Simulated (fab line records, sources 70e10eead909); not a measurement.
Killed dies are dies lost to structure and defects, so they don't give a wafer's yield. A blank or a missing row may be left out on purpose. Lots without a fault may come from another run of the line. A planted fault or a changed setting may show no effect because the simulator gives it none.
fab line records | flow nand_harc
record lots=14 wafers=42 last_day=34
route steps=1302 shown A_M1@1180
lots that met no fault: from a run of the same line without faults
start_h: hours from the record's first day to the start of the lot's first wafer shown | wait_h: hours since the lot's step before | " the same as in the row above | L1.1+2: a row that stands for several wafers | - no value, or no start given | * or withheld: withheld | < > ~ a bound
route shown NAME@n: a module of which the file shows steps, and the number in the route of the first | usual: mean/standard deviation of fault-free wafers | same: alike in all rows | chamber/n: place in a boat | sites: the reading at each site | _std_site: their standard deviation | _edge_site: outer sites' mean less inner sites' | radius_mm: how far each site lies from the wafer's centre | mask NAME#n: copy n | behind: the tool/chamber that last shaped the wafer | hold: why the lot was held/for how many hours/how that ended | device: the transistor (n, p or np) that didn't switch | end of line: the same wafers' tests at the end of the route | a step without rows: its recipe alone | killed: dies lost to structure and defects at the first sort, not the wafer's yield | map: a wafer's dies, x killed, . not, _ none there
set.NAME: the setting as run; set.NAME@STEP: as run at that earlier step | model.NAME: the simulator's own value behind a step, which no gauge read
steps of the route over a sample of lots; a table a step, a row a wafer
services: from which hour (start_h, from the record's first day; less than 0 if before it) a tool's chamber was out of use, for how many hours, and why
## steps
# step NHARC_A_M1_OVL_MEAS_10
# recipe pitch_nm=240
# usual overlay_x_nm=0.2/0.93 overlay_y_nm=-0.1/0.73
# columns lot.wafer tool chamber start_h wait_h overlay_x_nm overlay_y_nm
L217.1 overlay-02 - 554.55 - -0.3 -0.9
L217.3 " - " " 0.0 -0.7
L217.4 " - " " 0.3 -0.2
L220.1 overlay-01 - 569.00 - 0.8 -0.3
L220.3 " - " " 0.9 -0.5
L220.4 " - " " 0.3 -0.5
L219.1 overlay-01 - 570.38 - -0.6 0.2
L219.2 " - " " -0.7 0.2
L219.6 " - " " -1.2 -0.1
L221.2 overlay-01 - 579.38 - -1.6 1.9
L221.3 " - " " -1.8 1.0
L221.5 " - " " -1.1 0.9
L222.3 overlay-02 - 596.39 - -1.2 -0.1
L222.4 " - " " -1.1 -0.5
L222.6 " - " " -1.2 -0.2
L224.1 overlay-01 - 609.58 - 0.1 0.0
L224.2 " - " " 0.5 -0.2
L224.5 " - " " 0.7 -0.1
L225.2 overlay-01 - 613.86 - 0.6 0.1
L225.3 " - " " 0.1 -0.6
L225.5 " - " " 0.3 -0.5
L229.1 overlay-02 - 637.54 - 0.6 -0.3
L229.5 " - " " 0.2 -0.5
L229.6 " - " " 0.4 -0.4
L227.2 overlay-02 - 637.87 - 0.4 -1.3
L227.3 " - " " 0.4 -0.5
L227.6 " - " " 0.3 -1.5
L237.3 overlay-01 - 714.70 - 1.5 1.7
L237.4 " - " " 0.8 1.1
L237.5 " - " " 0.8 1.7
L235.2 overlay-01 - 715.31 - -0.2 -0.5
L235.4 " - " " -0.5 -0.9
L235.5 " - " " 0.4 -0.4
L238.1 overlay-01 - 742.73 - -0.3 0.6
L238.2 " - " " -0.1 0.7
L238.5 " - " " 0.2 0.4
L239.1 overlay-02 - 753.61 - 0.7 0.6
L239.3 " - " " 0.5 0.5
L239.5 " - " " 1.1 0.6
L240.2 overlay-02 - 766.29 - -0.3 0.5
L240.3 " - " " -0.1 0.6
L240.6 " - " " 0.2 0.6
# step NHARC_A_M1_PRE_CLEAN_30
# recipe time_s=30 temp_c=280 gas=H2/He
# usual heater_power_w=397/26
# columns lot.wafer tool chamber start_h wait_h heater_power_w
L217.3 pvd_sputter-01 - - - 339
L217.4 " - " " 418
L217.1 " - " " 445
L220.3 pvd_sputter-03 - - - 440
L220.4 " - " " 383
L220.1 " - " " 416
L219.1 pvd_sputter-01 - - - 432
L219.2 " - " " 365
L219.6 " - " " 412
L221.3 pvd_sputter-01 - - - 351
L221.2 " - " " 347
L221.5 " - " " 347
L222.3 pvd_sputter-02 - 597.57 - 387
L222.4 " - " " 409
L222.6 " - " " 391
L224.1 pvd_sputter-02 - - - 370
L224.2 " - " " 395
L224.5 " - " " 413
L225.2 pvd_sputter-02 - - - 372
L225.3 " - " " 389
L225.5 " - " " 363
L229.1 pvd_sputter-01 - - - 400
L229.6 " - " " 447
L229.5 " - " " 356
L227.3 pvd_sputter-01 - - - 362
L227.2 " - " " 431
L227.6 " - " " 368
L237.3 pvd_sputter-03 - - - 444
L237.4 " - " " 377
L237.5 " - " " 442
L235.2 pvd_sputter-01 - - - 362
L235.4 " - " " 412
L235.5 " - " " 445
L238.1 pvd_sputter-01 - - - 397
L238.2 " - " " 364
L238.5 " - " " 393
L239.3 pvd_sputter-02 - - - 397
L239.1 " - " " 404
L239.5 " - " " 396
L240.3 pvd_sputter-02 - - - 395
L240.2 " - " " 396
L240.6 " - " " 392
# step NHARC_A_M1_ECD_22
# recipe target_thk_a=4000 bath_temp_c=25 material=Cu
# columns lot.wafer tool chamber start_h wait_h
L217.1+4+3 ecd_cu-02 0,1,0 556.08 -
L220.1+3+4 ecd_cu-02 0,0,1 570.49 -
L219.1+2+6 ecd_cu-02 0,1,0 571.87 -
L221.2+3+5 ecd_cu-02 0,1,1 580.92 -
L222.3+4+6 ecd_cu-01 1,0,1 598.02 -
L224.2+1+5 ecd_cu-01 1,0,1 611.05 -
L225.2+3+5 ecd_cu-02 0 615.37 -
L229.1+5+6 ecd_cu-02 1,0,1 639.06 -
L227.2+3+6 ecd_cu-02 1,0,1 639.46 -
L237.3+4+5 ecd_cu-01 1,0,1 716.27 -
L235.2+4+5 ecd_cu-02 0,0,1 716.80 -
L238.2+1+5 ecd_cu-02 0,1,1 744.21 -
L239.1+3+5 ecd_cu-02 1,1,0 755.13 -
L240.2+3+6 ecd_cu-01 0,0,1 767.82 -
# step NHARC_A_M1_CMP_23
# recipe t_overpolish_s=20 target_thk_nm=154.34
# usual motor_current_A=11.5/0.98 slurry_flow_ml_min=149.9/0.5 time_to_endpoint_s=28.6/2.5
# columns lot.wafer tool chamber start_h wait_h motor_current_A slurry_flow_ml_min time_to_endpoint_s
L217.4 cmp-04 3 556.76 - 11.8 149.2 26.7
L217.1 " 1 " " 11.2 150.0 30.9
L217.3 " 2 " " 11.4 149.5 29.2
L220.1 cmp-02 2 571.21 - 10.2 150.2 29.4
L220.4 " 0 " " 13.8 150.5 30.9
L220.3 " 1 " " 11.4 150.1 28.9
L219.1 cmp-04 1 572.60 - 11.1 149.6 30.4
L219.2 " 0 " " 11.8 151.2 31.6
L219.6 " 2 " " 12.2 150.0 29.2
L221.2 cmp-04 1 581.70 - 11.0 149.5 27.6
L221.3 " 2 " " 11.6 149.9 28.6
L221.5 " 3 " " 11.9 150.2 28.8
L222.4 cmp-02 1 598.66 - 11.2 149.1 33.0
L222.3 " 0 " " 13.6 150.0 34.0
L222.6 " 1 " " 11.3 150.3 30.6
L224.2 cmp-02 1 611.78 - 11.2 151.2 28.1
L224.1 " 3 " " 11.3 149.5 30.5
L224.5 " 2 " " 9.5 149.7 32.2
L225.3 cmp-04 0 616.15 - 11.5 149.8 31.3
L225.2 " 1 " " 10.5 150.5 32.6
L225.5 " 2 " " 11.8 149.2 30.4
L229.1 cmp-02 1 639.81 - 11.1 150.9 31.3
L229.6 " 2 " " 10.6 149.3 20.0
L229.5 " 3 " " 10.8 150.9 31.5
L227.3 cmp-03 0 640.14 - 12.7 150.3 26.4
L227.2 " 1 " " 12.4 150.5 27.0
L227.6 " 0 " " 12.3 149.8 13.4
L237.3 cmp-02 2 716.90 - 10.3 149.9 25.9
L237.4 " 0 " " 13.3 149.8 26.3
L237.5 " 2 " " 10.2 150.0 28.4
L235.2 cmp-04 1 717.52 - 10.9 150.0 29.9
L235.4 " 2 " " 12.0 150.3 28.5
L235.5 " 2 " " 11.9 150.7 27.4
L238.2 cmp-02 0 744.98 - 13.8 149.5 31.5
L238.1 " 1 " " 10.9 149.4 26.6
L238.5 " 3 " " 11.0 149.6 26.7
L239.1 cmp-02 2 755.83 - 10.3 149.8 28.7
L239.3 " 3 " " 11.1 150.7 26.9
L239.5 " 2 " " 10.9 149.5 27.8
L240.2 cmp-04 2 768.52 - 12.1 149.6 26.7
L240.3 " 3 " " 11.8 150.1 28.7
L240.6 " 1 " " 10.7 150.1 30.8
## services
# columns tool chamber start_h hours kind
cmp-04 - 547.57 0.9 repair
cmp-02 - 558.03 1.2 repair
ecd_cu-01 - 559.49 0.6 repair
ecd_cu-01 - 562.13 0.3 repair
ecd_cu-01 - 571.57 3.0 repair
pvd_sputter-01 - 582.00 10.0 pm
cmp-02 - 585.03 2.7 repair
ecd_cu-02 - 596.63 8.0 pm
cmp-04 - 601.00 4.0 pm
cmp-04 - 611.22 0.9 repair
cmp-02 - 614.07 0.3 repair
pvd_sputter-02 - 616.27 0.8 repair
cmp-02 - 624.31 4.4 repair
cmp-02 - 628.74 4.0 pm
pvd_sputter-02 - 638.18 10.0 pm
cmp-02 - 654.08 6.4 repair
ecd_cu-02 - 671.73 3.5 repair
cmp-02 - 682.73 16.2 repair
ecd_cu-01 - 688.00 8.0 pm
cmp-04 - 699.00 4.0 pm
cmp-04 - 724.14 4.2 repair
cmp-02 - 726.74 4.0 pm
pvd_sputter-01 - 728.61 2.2 repair
cmp-04 - 732.83 0.8 repair
## key
first_sign step=NHARC_A_M1_CMP_23 reading=time_to_endpoint_s direction=down sigmas=4.8 usual=* struck=*
effect none on later readings
met_at NHARC_A_M1_ECD_22
struck_lots L227,L229
struck_wafers L227.6,L229.6
later_rows_left_out L227.6,L229.6
sort_left_out L227.6,L229.6
not_acting_at NHARC_A_M1_OVL_MEAS_10,NHARC_A_M1_PRE_CLEAN_30
onset_between 615.37 639.06
fault kind=process_parameter_drift tool=ecd_cu-02 chamber=- onset_h=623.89 steps=NHARC_A_M1_ECD_22 channel=target_thk_a offset=* shape=step end_h=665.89 scope=struck_wafers_only acts_in=* stated=*
# sort_left_out: the simulated sort isn't trusted on such a fault, so these wafers' sort isn't shown, and their yield isn't known
# later_rows_left_out: the simulator's readings of these wafers behind a module that went badly wrong aren't trusted and aren't shown, but for the sort
